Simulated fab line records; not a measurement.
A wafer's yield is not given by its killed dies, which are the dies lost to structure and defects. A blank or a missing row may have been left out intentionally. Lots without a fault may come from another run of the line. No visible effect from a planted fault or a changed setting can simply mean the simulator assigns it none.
fab line records	flow n5-finfet
record: lots: 11	wafers: 33	last-day: 17
route steps=1938 shown BEOL_M10@1514 PASSIVATION@1936
lots untouched by any fault: they come from a run of this same line in which no faults occurred
start-h: hours from the record's opening day to when the first of the lot's shown wafers began	wait-h: hours from the lot's prior step to this one	" unchanged from the row above	L1.1+2: several wafers, shown together as one row	- value missing, or start not given	* or withheld: withheld	< > ~ a bound
route shown NAME@n: names a module that has steps shown in the file, with the first one's number in the route	usual: mean and standard deviation over wafers with no fault	same: alike in all rows	chamber/n: place in a boat	sites: per-site readings	_std_site: how widely they spread, as a standard deviation	_edge_site: outer sites' mean less inner sites'	radius-mm: for every site, how far away it sits from the centre of the wafer	mask NAME#n: copy n	behind: the most recent tool/chamber to have shaped the wafer	hold: why the lot was held/for how many hours/how that ended	device: which transistor (n, p or np) failed to switch	end of line: the route-end tests of the same wafers	a step without rows: its recipe alone	killed: dies lost to structure and defects at the first sort, not the wafer's yield	map: a wafer's dies, x killed, . not, _ none there
set.NAME: the run value of the setting; set.NAME@STEP: its run value at that earlier step	model.NAME: the simulator's own value behind a step, which no gauge read
the route's steps for a sample of lots (tables are steps, rows are wafers)
services: when a tool's chamber went out of use (start-h, in hours from the record's first day, below 0 if earlier), for how many hours, and the reason
== steps ==
step: N5_BEOL_M10_STRIP_77
recipe: chemistry: N2/H2	time-s: 10	power-w: 450	temp-c: 40	pressure-mtorr: 20	rf-frequency-hz: 6e+07	bias-power-w: 7	n2-flow-sccm: 200	h2-flow-sccm: 200
usual: drypump-motor-current-A: 5.7/0.39	n2-flow-sccm: 199.9/0.58	oes-product-au: 0.80/0.093	rf-vpp-V: 59.1/0.96	showerhead-plenum-p-Torr: 2.57/0.1	throttle-valve-pct: 23.61/0.22
lot.wafer	tool	chamber	start-h	wait-h	drypump-motor-current-A	n2-flow-sccm	oes-product-au	rf-hours-counter-h	rf-vpp-V	showerhead-plenum-p-Torr	throttle-valve-pct
L283.2	rie-diel-04	0	-	-	5.7	198.7	0.88	47	57.8	2.70	23.71
L283.4	"	2	"	"	5.8	200.2	0.81	-	59.0	2.46	23.08
L283.6	"	0	"	"	5.7	199.5	0.89	-	60.1	2.70	23.71
L282.4	rie-diel-01	0	-	-	4.9	199.6	0.72	213	58.5	2.49	23.70
L282.5	"	2	"	"	6.4	200.4	0.85	-	59.7	2.70	23.80
L282.6	"	3	"	"	4.9	200.4	0.84	-	60.2	2.69	23.56
L284.1	rie-diel-01	1	-	-	5.3	200.3	0.95	7	59.0	2.49	23.48
L284.2	"	3	"	"	4.9	200.1	0.83	77	58.9	2.69	23.56
L284.5	"	0	"	"	4.9	199.8	0.72	-	61.2	2.49	23.72
L285.1	rie-diel-02	3	-	-	5.7	199.2	0.93	12	60.6	2.61	23.37
L285.3	"	0	"	"	5.3	199.6	0.70	224	58.4	2.50	23.53
L285.5	"	0	"	"	5.3	200.8	0.70	-	58.4	2.50	23.54
L286.2	rie-diel-04	3	-	-	5.8	201.0	0.71	200	58.9	2.53	23.86
L286.4	"	1	"	"	6.4	200.1	0.70	243	59.8	2.60	23.65
L286.5	"	1	"	"	6.4	199.9	0.70	-	58.0	2.59	23.63
L290.2	rie-diel-02	0	-	-	5.3	200.1	0.69	232	59.5	2.50	23.55
L290.3	"	2	"	"	5.9	200.3	0.97	6	59.0	2.71	23.77
L290.5	"	2	"	"	5.9	199.8	0.97	-	60.4	2.71	23.75
L293.1	rie-diel-04	2	-	-	5.8	199.4	0.79	116	59.0	2.45	23.12
L293.2	"	1	"	"	6.4	200.2	0.69	252	57.8	2.59	23.64
L293.6	"	2	"	"	5.7	199.0	0.78	-	58.0	2.45	23.11
L296.1	rie-diel-04	2	-	-	5.7	200.8	0.77	131	57.5	2.44	23.16
L296.2	"	0	"	"	5.7	199.9	0.83	77	58.8	2.69	23.74
L296.5	"	0	"	"	5.7	200.8	0.83	-	58.2	2.69	23.76
L297.1	rie-diel-01	3	-	-	4.9	199.9	0.81	104	57.8	2.67	23.60
L297.3	"	2	"	"	6.4	200.1	0.83	96	59.1	2.68	23.84
L297.4	"	1	"	"	5.3	200.0	0.88	33	57.6	2.48	23.53
L303.2	rie-diel-04	1	-	-	6.4	199.4	0.93	11	60.2	2.58	23.31
L303.3	"	2	"	"	5.8	200.7	0.76	143	60.2	2.44	23.15
L303.5	"	0	"	"	5.7	199.5	0.82	-	59.9	2.68	23.76
L302.1	rie-diel-01	1	-	-	5.3	199.9	0.85	43	59.3	2.47	23.57
L302.5	"	3	"	"	4.9	200.9	0.81	-	59.7	2.67	23.60
L302.6	"	0	"	"	4.9	200.7	0.69	-	58.6	2.47	23.77
step: N5_BEOL_M10_PRE_CLEAN_45
recipe: gas: H2/He	time-s: 30	temp-c: 250
usual: heater-power-w: 334/41
lot.wafer	tool	chamber	start-h	wait-h	heater-power-w
L283.2	pvd-sputter-02	-	239.75	0.0	323
L283.4	"	-	"	"	386
L283.6	"	-	"	"	393
L282.4	pvd-sputter-01	-	239.97	0.0	348
L282.5	"	-	"	"	342
L282.6	"	-	"	"	383
L284.1	pvd-sputter-02	-	247.87	0.0	320
L284.2	"	-	"	"	335
L284.5	"	-	"	"	319
L285.1	pvd-sputter-03	-	270.60	0.0	320
L285.3	"	-	"	"	385
L285.5	"	-	"	"	313
L286.2	pvd-sputter-03	-	273.04	0.0	326
L286.4	"	-	"	"	376
L286.5	"	-	"	"	326
L290.2	pvd-sputter-02	-	291.03	0.0	412
L290.3	"	-	"	"	318
L290.5	"	-	"	"	395
L293.1	pvd-sputter-02	-	297.69	0.0	320
L293.2	"	-	"	"	271
L293.6	"	-	"	"	333
L296.1	pvd-sputter-02	-	329.87	0.0	281
L296.2	"	-	"	"	399
L296.5	"	-	"	"	322
L297.1	pvd-sputter-02	-	331.07	0.0	278
L297.3	"	-	"	"	315
L297.4	"	-	"	"	314
L303.2	pvd-sputter-03	-	358.37	0.0	307
L303.3	"	-	"	"	386
L303.5	"	-	"	"	381
L302.1	pvd-sputter-03	-	358.69	0.0	317
L302.5	"	-	"	"	321
L302.6	"	-	"	"	313
step: N5_BEOL_M10_SURFACE_TREAT_76
recipe: gas: Ar	time-s: *	ion-energy-ev: *	ion-current-ma-cm2: 0.5	pressure-mtorr: *	ar-flow-sccm: 30
usual: throttle-valve-pct: *
lot.wafer	tool	chamber	start-h	wait-h	throttle-valve-pct
L283.2	pvd-sputter-02	-	240.15	0.2	*
L283.4	"	-	"	"	*
L283.6	"	-	"	"	*
L282.4	pvd-sputter-03	-	240.31	0.2	*
L282.5	"	-	"	"	*
L282.6	"	-	"	"	*
L284.1	pvd-sputter-03	-	248.23	0.2	*
L284.2	"	-	"	"	*
L284.5	"	-	"	"	*
L285.1	pvd-sputter-03	-	271.04	0.2	*
L285.3	"	-	"	"	*
L285.5	"	-	"	"	*
L286.2	pvd-sputter-02	-	273.43	0.2	*
L286.4	"	-	"	"	*
L286.5	"	-	"	"	*
L290.2	pvd-sputter-03	-	291.45	0.2	*
L290.3	"	-	"	"	*
L290.5	"	-	"	"	*
L293.1	pvd-sputter-02	-	299.66	1.6	*
L293.2	"	-	"	"	*
L293.6	"	-	"	"	*
L296.1	pvd-sputter-01	-	330.42	0.4	*
L296.2	"	-	"	"	*
L296.5	"	-	"	"	*
L297.1	pvd-sputter-01	-	331.41	0.2	*
L297.3	"	-	"	"	*
L297.4	"	-	"	"	*
L303.2	pvd-sputter-03	-	358.73	0.2	*
L303.3	"	-	"	"	*
L303.5	"	-	"	"	*
L302.1	pvd-sputter-01	-	359.17	0.2	*
L302.5	"	-	"	"	*
L302.6	"	-	"	"	*
step: N5_BEOL_M10_ECD_50
recipe: material: Cu	target-thk-a: 3180
lot.wafer	tool	chamber	start-h	wait-h
L283.2+4+6	ecd-cu-02	0,0,1	240.49	0.1
L282.4+5+6	ecd-cu-01	1,0,1	240.68	0.1
L284.1+2+5	ecd-cu-02	0,1,1	248.58	0.1
L285.1+3+5	ecd-cu-02	0,1,1	271.69	0.1
L286.2+4+5	ecd-cu-02	0,1,0	274.08	0.1
L290.2+3+5	ecd-cu-02	0,1,0	291.80	0.1
L293.1+2+6	ecd-cu-01	0,1,1	300.18	0.1
L296.1+2+5	ecd-cu-01	0,1,0	330.82	0.1
L297.1+3+4	ecd-cu-01	0,1,0	331.81	0.1
L303.2+3+5	ecd-cu-02	1,0,0	359.21	0.1
L302.1+5+6	ecd-cu-01	0,0,1	359.59	0.1
step: N5_BEOL_M10_CMP_52
recipe: stop-on: SiCOH_lowk	t-overpolish-s: 7	down-force-psi: 1	platen-rpm: 50	clearing-platen-down-force-psi: 1.5	clearing-platen-rpm: 50	post-cmp-clean: cu-alkaline	target-thk-nm: 140	clearing-platen-pad-velocity-m-s: 0.99484	pad-velocity-m-s: 0.99484
usual: motor-current-A: 6.3/0.52	slurry-flow-ml-min: 150.0/0.44	time-to-endpoint-s: 66/3.2
lot.wafer	tool	chamber	start-h	wait-h	motor-current-A	slurry-flow-ml-min	time-to-endpoint-s
L283.4	cmp-01	1	240.90	0.1	5.9	149.7	72
L283.2	"	3	"	"	6.4	149.4	71
L283.6	"	1	"	"	6.3	149.9	73
L282.4	cmp-01	3	241.28	0.2	6.2	150.1	61
L282.6	"	0	"	"	7.3	150.4	61
L282.5	"	1	"	"	6.5	149.5	69
L284.1	cmp-04	2	249.01	0.3	6.3	149.7	67
L284.2	"	1	"	"	5.9	150.0	64
L284.5	"	2	"	"	6.3	149.3	65
L285.3	cmp-04	3	272.19	0.2	5.9	150.2	69
L285.1	"	1	"	"	6.3	150.3	66
L285.5	"	2	"	"	6.2	150.0	68
L286.4	cmp-04	2	274.70	0.2	6.3	149.7	67
L286.2	"	3	"	"	6.0	150.0	45
L286.5	"	1	"	"	5.8	150.2	43
L290.3	cmp-01	0	293.13	0.3	7.0	150.0	57
L290.2	"	2	"	"	6.3	149.8	44
L290.5	"	0	"	"	7.1	150.3	45
L293.1	cmp-04	0	300.80	0.3	7.4	150.6	65
L293.2	"	1	"	"	5.7	150.2	64
L293.6	"	0	"	"	6.8	149.8	65
L296.1	cmp-02	3	331.23	0.3	6.0	150.6	67
L296.2	"	1	"	"	5.7	150.5	67
L296.5	"	0	"	"	5.9	150.3	68
L297.3	cmp-01	0	332.22	0.2	7.6	150.2	63
L297.4	"	1	"	"	6.1	149.9	73
L297.1	"	3	"	"	6.0	150.2	67
L303.3	cmp-04	2	359.61	0.2	6.1	149.5	65
L303.2	"	1	"	"	5.5	150.0	64
L303.5	"	2	"	"	5.9	149.4	68
L302.1	cmp-01	2	360.54	0.3	6.0	149.1	68
L302.6	"	1	"	"	6.1	150.6	71
L302.5	"	2	"	"	6.3	150.0	64
step: N5_PASSIVATION_PROBE_49
usual: defect-limited-yield: 91.1/1.4	killed_at_M0_to_M3: 32/9.3	killed_at_M4_up: 13/5.8	killed-at-contacts: 12/6.3	killed-at-front-end: 44/12	killed-at-other: 3.6/2.7	killed-dies: 104/17	killed-open: 69/13	killed-short: 34/6.9	sort_bin_5_function: 5.2/0.98	sort_bin_6_memory: 3.3/0.59	sort_bin_8_speed: 0.01/0.039	sort-n-pass: 1075/17
same: gross-dies: 1180	killed-at-back-side: 0	sort_bin_4_leakage[%]: 0
lot.wafer	tool	chamber	start-h	wait-h	defect-limited-yield[%]	killed_at_M0_to_M3	killed_at_M4_up	killed-at-contacts	killed-at-front-end	killed-at-other	killed-dies	killed-open	killed-short	sort_bin_5_function[%]	sort_bin_6_memory[%]	sort_bin_8_speed[%]	sort-n-pass
L302.1	prober-01	-	418.77	0.0	92.4	31	13	11	32	3	90	54	32	4.3	2.7	0	1090
L302.5	prober-01	-	418.97	0.2	93.0	29	11	8	32	3	83	55	24	4.2	2.5	0	1097
L302.6	prober-01	-	419.02	0.3	93.8	18	7	12	33	3	73	51	21	3.6	2.4	0	1107
killed by level:class
L302.1 FIN_SAQP:geometric-particle:open=12 BEOL_M2:geometric-particle:open=10 MOL_CONTACT_COAG:geometric-particle:open=7 BEOL_M0_SAQP:geometric-particle:open=7 BEOL_M0_SAQP:geometric-particle:short=7 FIN_SAQP:geometric-particle:short=4 STI_FIN_REVEAL:geometric-particle:short=4 STI_FIN_REVEAL:geometric-particle:open=3
L302.5 BEOL_M2:geometric-particle:open=12 STI_FIN_REVEAL:geometric-particle:open=10 BEOL_M0_SAQP:geometric-particle:short=8 MOL_CONTACT_COAG:geometric-particle:open=5 BEOL_M0_SAQP:geometric-particle:open=4 BEOL_M1:geometric-particle:open=4 FIN_SAQP:geometric-particle:open=3 FIN_SAQP:geometric-particle:short=3
L302.6 FIN_SAQP:geometric-particle:open=11 MOL_CONTACT_COAG:geometric-particle:open=11 FIN_SAQP:geometric-particle:short=5 BEOL_M0:geometric-particle:open=4 BEOL_M4:geometric-particle:open=4 ILD0:geometric-particle:short=3 BEOL_M2:geometric-particle:open=3 BEOL_M3:geometric-particle:open=3
== services ==
tool	chamber	start-h	hours	kind
rie-diel-01	-	218.42	14.6	pm
rie-diel-02	3	223.86	-	clean
cmp-02	-	224.86	4.0	pm
cmp-01	-	231.26	4.0	pm
cmp-01	-	235.26	-	consumable-replace:conditioner
cmp-01	-	235.26	-	consumable-replace:pad
ecd-cu-01	-	250.18	0.6	repair
cmp-01	-	258.05	0.7	repair
cmp-01	-	274.28	3.0	repair
ecd-cu-01	-	277.76	1.1	repair
cmp-02	-	287.83	1.1	repair
cmp-04	-	290.14	1.1	repair
cmp-02	-	297.46	1.7	repair
rie-diel-02	1	300.39	15.4	repair
pvd-sputter-02	-	301.83	7.9	repair
cmp-02	-	304.38	24.4	pm
rie-diel-02	3	305.25	2.1	repair
rie-diel-04	1	308.27	2.9	repair
rie-diel-04	0	311.57	9.9	repair
cmp-02	-	342.36	1.7	repair
ecd-cu-01	-	344.62	0.2	repair
rie-diel-04	3	346.23	10.6	repair
cmp-04	-	350.39	1.1	repair
rie-diel-04	-	352.25	0.6	repair
== key ==
first-sign: step: N5_BEOL_M10_CMP_52	reading: time-to-endpoint-s	direction: down	sigmas: 6.6	usual: *	struck: *
effect none on later readings
met-at N5_BEOL_M10_ECD_50
struck-lots L286,L290
struck-wafers L286.2,L286.5,L290.2,L290.5
not-acting-at N5_BEOL_M10_STRIP_77,N5_BEOL_M10_PRE_CLEAN_45,N5_BEOL_M10_SURFACE_TREAT_76
onset-between 271.69 274.08
fault: kind: process-parameter-drift	tool: ecd-cu-02	chamber: 0	onset-h: 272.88	steps: N5_BEOL_M10_ECD_50	channel: target-thk-a	offset: *	shape: step	end-h: 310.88	acts-in: *	stated: *
